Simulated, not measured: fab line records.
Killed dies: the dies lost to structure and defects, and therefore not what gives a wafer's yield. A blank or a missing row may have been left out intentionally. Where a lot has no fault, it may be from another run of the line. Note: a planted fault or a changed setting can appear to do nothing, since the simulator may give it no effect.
One fault seen from 2 desks -- flow n5-finfet -- each desk holds nothing but its own numbers, with what lay behind them at the end

## THE TOOL OWNER'S DESK: euv-scanner-01
The tool's own readings at N5_BEOL_M9_EXPOSE_25 (exposes mask V8): means of the sampled wafers that have a number, for each lot that ran on this tool. A lot is out of limits, marked OUT, if its mean lies more than 4 standard deviations from the usual mean; the brackets give that distance.
Columns: A = reticle-temp-C at N5_BEOL_M9_EXPOSE_25, usual 23.00 C
lot,first seen here,A
L724,day 10 23:15,22.90
L727,day 11 06:49,22.93
L729,day 12 04:29,23.08
L733,day 13 12:52,23.04
L735,day 13 21:23,22.90
L740,day 14 10:56,22.96
Finding of this desk: none of the 6 lots has anything out of limits.

## AT THE METROLOGY DESK
What the gauges read for every lot (on any tool): the sampled wafers with a number, averaged. A lot is out of limits, marked OUT, if its mean lies more than 4 standard deviations from the usual mean; the brackets give that distance.
Columns: A = V8_OVL at N5_BEOL_M9_OVL_MEAS_29, usual 0.0 nm
lot,first seen here,A
L724,day 10 23:25,0.6
L727,day 11 06:58,0.0
L729,day 12 04:38,0.8
L733,day 13 13:01,0.4
L736,day 13 19:44,0.5
L735,day 13 21:32,5.5 (+8.6) OUT
L740,day 14 11:05,4.6 (+7.1) OUT
L743,day 16 04:23,0.1
L746,day 17 00:48,-0.6
This desk's finding: out of limits on L735, L740; first on L735, day 13 21:32 (V8_OVL at N5_BEOL_M9_OVL_MEAS_29). In limits: L724, L727, L729, L733, L736, L743, L746.

## TAKEN TOGETHER
L735, L740 would have let the metrology desk raise an alarm at day 13 21:32.
The tool owner's desk saw nothing out of limits.
On record at the tool owner's desk: L735, L740, within its limits.
The lots listed all ran N5_BEOL_M9_EXPOSE_25 on euv-scanner-01.

## WHAT WAS PUT IN BY THE SIMULATOR
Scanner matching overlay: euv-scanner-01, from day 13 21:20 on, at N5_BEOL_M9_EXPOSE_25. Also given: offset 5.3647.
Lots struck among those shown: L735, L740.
Hours from the fault's start to each desk's first reading out of limits: the metrology desk, 0.
